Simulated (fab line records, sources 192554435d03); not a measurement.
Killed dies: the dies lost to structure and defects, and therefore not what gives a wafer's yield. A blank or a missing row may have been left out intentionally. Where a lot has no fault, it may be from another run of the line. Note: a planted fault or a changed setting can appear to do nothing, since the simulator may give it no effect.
Chamber matching / flow n5Finfet / 4 sister chambers for N5_BEOL_M0_STRIP_142 on rieDiel-05
The step strips in N2/H2, time 10 s. 20 wafers are shown with their chamber, then 10 later ones without.

## WAFERS WITH THEIR CHAMBER
wafer=L074.2; chamber=0; throttleValvePct (%)=23.69; drypumpMotorCurrentA (A)=5.1; showerheadPlenumPTorr (Torr)=2.43
wafer=L074.3; chamber=1; throttleValvePct (%)=23.82; drypumpMotorCurrentA (A)=6.2; showerheadPlenumPTorr (Torr)=2.53
wafer=L074.5; chamber=3; throttleValvePct (%)=23.26; drypumpMotorCurrentA (A)=5.4; showerheadPlenumPTorr (Torr)=2.37
wafer=L075.3; chamber=0; throttleValvePct (%)=23.71; drypumpMotorCurrentA (A)=5.1; showerheadPlenumPTorr (Torr)=2.43
wafer=L075.5; chamber=2; throttleValvePct (%)=23.08; drypumpMotorCurrentA (A)=5.3; showerheadPlenumPTorr (Torr)=2.58
wafer=L075.6; chamber=1; throttleValvePct (%)=23.82; drypumpMotorCurrentA (A)=6.2; showerheadPlenumPTorr (Torr)=2.53
wafer=L076.1; chamber=1; throttleValvePct (%)=23.82; drypumpMotorCurrentA (A)=6.2; showerheadPlenumPTorr (Torr)=2.52
wafer=L076.4; chamber=2; throttleValvePct (%)=23.09; drypumpMotorCurrentA (A)=5.3; showerheadPlenumPTorr (Torr)=2.58
wafer=L076.5; chamber=3; throttleValvePct (%)=23.24; drypumpMotorCurrentA (A)=5.5; showerheadPlenumPTorr (Torr)=2.37
wafer=L079.1; chamber=2; throttleValvePct (%)=23.12; drypumpMotorCurrentA (A)=5.3; showerheadPlenumPTorr (Torr)=2.58
wafer=L079.4; chamber=1; throttleValvePct (%)=23.86; drypumpMotorCurrentA (A)=6.2; showerheadPlenumPTorr (Torr)=2.52
wafer=L079.6; chamber=0; throttleValvePct (%)=23.70; drypumpMotorCurrentA (A)=5.1; showerheadPlenumPTorr (Torr)=2.43
wafer=L081.2; chamber=3; throttleValvePct (%)=23.26; drypumpMotorCurrentA (A)=5.5; showerheadPlenumPTorr (Torr)=2.37
wafer=L081.3; chamber=0; throttleValvePct (%)=23.72; drypumpMotorCurrentA (A)=5.1; showerheadPlenumPTorr (Torr)=2.42
wafer=L081.4; chamber=1; throttleValvePct (%)=23.83; drypumpMotorCurrentA (A)=6.2; showerheadPlenumPTorr (Torr)=2.52
wafer=L084.1; chamber=3; throttleValvePct (%)=23.27; drypumpMotorCurrentA (A)=5.4; showerheadPlenumPTorr (Torr)=2.36
wafer=L084.4; chamber=0; throttleValvePct (%)=23.73; drypumpMotorCurrentA (A)=5.1; showerheadPlenumPTorr (Torr)=2.42
wafer=L084.6; chamber=1; throttleValvePct (%)=23.85; drypumpMotorCurrentA (A)=6.1; showerheadPlenumPTorr (Torr)=2.52
wafer=L087.1; chamber=2; throttleValvePct (%)=23.14; drypumpMotorCurrentA (A)=5.3; showerheadPlenumPTorr (Torr)=2.57
wafer=L087.2; chamber=1; throttleValvePct (%)=23.86; drypumpMotorCurrentA (A)=6.1; showerheadPlenumPTorr (Torr)=2.51

SIGNATURES (averages over the wafers above)
reading=throttleValvePct; chamber 0=23.7100; chamber 1=23.8371; chamber 2=23.1075; chamber 3=23.2575; scatter within a chamber=0.0192
reading=drypumpMotorCurrentA; chamber 0=5.100; chamber 1=6.171; chamber 2=5.300; chamber 3=5.450; scatter within a chamber=0.039
reading=showerheadPlenumPTorr; chamber 0=2.4260; chamber 1=2.5214; chamber 2=2.5775; chamber 3=2.3675; scatter within a chamber=0.00589
Rule: a wafer lies at a distance from a chamber equal to the root of the sum of squares, over the readings, of (its reading less the chamber's mean, divided by the reading's scatter). The wafer belongs to the nearest chamber; if the next one is less than 2 further off, it can't be placed. How the scatter is found: for the shown wafers, subtract from each reading the mean of its chamber, square and add these, divide the total by (wafers less chambers), then take the root.

## WAFERS WITHOUT THEIR CHAMBER
wafer=L087.4; throttleValvePct (%)=23.71; drypumpMotorCurrentA (A)=5.1; showerheadPlenumPTorr (Torr)=2.42
wafer=L091.1; throttleValvePct (%)=23.87; drypumpMotorCurrentA (A)=6.2; showerheadPlenumPTorr (Torr)=2.51
wafer=L091.4; throttleValvePct (%)=23.74; drypumpMotorCurrentA (A)=5.1; showerheadPlenumPTorr (Torr)=2.42
wafer=L091.5; throttleValvePct (%)=23.29; drypumpMotorCurrentA (A)=5.5; showerheadPlenumPTorr (Torr)=2.36
wafer=L096.2; throttleValvePct (%)=23.17; drypumpMotorCurrentA (A)=5.3; showerheadPlenumPTorr (Torr)=2.56
wafer=L096.3; throttleValvePct (%)=23.77; drypumpMotorCurrentA (A)=5.2; showerheadPlenumPTorr (Torr)=2.41
wafer=L096.4; throttleValvePct (%)=23.88; drypumpMotorCurrentA (A)=6.2; showerheadPlenumPTorr (Torr)=2.51
wafer=L097.1; throttleValvePct (%)=23.75; drypumpMotorCurrentA (A)=5.2; showerheadPlenumPTorr (Torr)=2.41
wafer=L097.4; throttleValvePct (%)=23.89; drypumpMotorCurrentA (A)=6.2; showerheadPlenumPTorr (Torr)=2.50
wafer=L097.6; throttleValvePct (%)=23.18; drypumpMotorCurrentA (A)=5.3; showerheadPlenumPTorr (Torr)=2.56

## WHICH CHAMBER EACH WENT THROUGH
wafer=L087.4; from the rows above=0; in truth=0
wafer=L091.1; from the rows above=1; in truth=1
wafer=L091.4; from the rows above=0; in truth=0
wafer=L091.5; from the rows above=3; in truth=3
wafer=L096.2; from the rows above=2; in truth=2
wafer=L096.3; from the rows above=0; in truth=0
wafer=L096.4; from the rows above=1; in truth=1
wafer=L097.1; from the rows above=0; in truth=0
wafer=L097.4; from the rows above=1; in truth=1
wafer=L097.6; from the rows above=2; in truth=2
10 of 10 placed correctly. Left unplaced by these rows: 0. Placed wrongly: 0.
